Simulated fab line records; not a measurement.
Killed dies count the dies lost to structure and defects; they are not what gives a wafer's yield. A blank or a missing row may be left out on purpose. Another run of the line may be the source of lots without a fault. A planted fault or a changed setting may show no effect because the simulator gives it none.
The same fault as seen by 2 desks ; flow nandHarc ; only its own numbers are on each desk; what lay behind them is given at the end

== METROLOGY DESK ==
What the gauges read for every lot (on any tool): the sampled wafers with a number, averaged. Marked OUT: a lot whose mean sits more than 4 standard deviations from the usual mean, which makes it out of limits; the brackets give that distance.
Columns: A = cdNm at NHARC_A_SLIT_CD_MEAS_09, usual 299.5 nm; B = overlayXNm at NHARC_A_SLIT_OVL_MEAS_10, usual 0.1 nm; C = overlayYNm at NHARC_A_SLIT_OVL_MEAS_10, usual -0.1 nm
lot;first seen here;A;B;C
L231;day 14 08:41;299.8;0.2;0.8
L232;day 14 20:12;299.0;0.3;-0.1
L233;day 14 20:22;299.7;-0.9;-1.0
L235;day 14 20:39;299.7;0.1;1.0
L234;day 15 18:11;299.2;0.6;-1.5
L238;day 16 18:34;318.3 (+31) OUT;-0.4;0.4
L242;day 18 03:37;314.2 (+25) OUT;-0.8;-0.6
L243;day 18 05:14;313.6 (+24) OUT;0.2;0.3
L246;day 18 15:57;299.7;-0.1;0.3
L248;day 18 17:56;299.8;0.3;0.1
L250;day 19 07:53;299.3;-0.4;0.1
L252;day 19 17:31;298.5;-0.5;0.4
This desk finds L238, L242, L243 out of limits, L238 being first, at day 16 18:34 (cdNm at NHARC_A_SLIT_CD_MEAS_09). Within limits: L231, L232, L233, L235, L234, L246, L248, L250, L252.

== AT THE TOOL OWNER'S DESK: arfiScanner-03 ==
The tool's own readings at NHARC_A_SLIT_EXPOSE_06 (exposes mask SLIT): means of the sampled wafers that have a number, for each lot that ran on this tool. Marked OUT: a lot whose mean sits more than 4 standard deviations from the usual mean, which makes it out of limits; the brackets give that distance.
Columns: A = exposureDoseMJCm2 at NHARC_A_SLIT_EXPOSE_06, usual 60.78
lot;first seen here;A
L233;day 14 20:13;60.77
L235;day 14 20:31;60.82
L238;day 16 18:26;84.62 (+99 or more) OUT
L242;day 18 03:29;79.81 (+99 or more) OUT
L243;day 18 05:05;78.45 (+99 or more) OUT
This desk finds L238, L242, L243 out of limits, L238 being first, at day 16 18:26 (exposureDoseMJCm2 at NHARC_A_SLIT_EXPOSE_06). Within limits: L233, L235.

== TAKEN TOGETHER ==
The tool owner's desk had the chance to raise an alarm at day 16 18:26 on L238, L242, L243.
L238, L242, L243 would have let the metrology desk raise an alarm at day 16 18:34.
Every lot named ran NHARC_A_SLIT_EXPOSE_06 on arfiScanner-03.

== WHAT THE SIMULATOR PUT IN ==
Process parameter drift: arfiScanner-03, from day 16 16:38 on, at NHARC_A_SLIT_EXPOSE_06. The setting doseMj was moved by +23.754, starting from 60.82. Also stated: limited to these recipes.
Shown lots that were struck: L238, L242, L243.
Counting hours from when the fault started, the first reading out of limits came at 2 for the tool owner's desk and at 2 for the metrology desk.
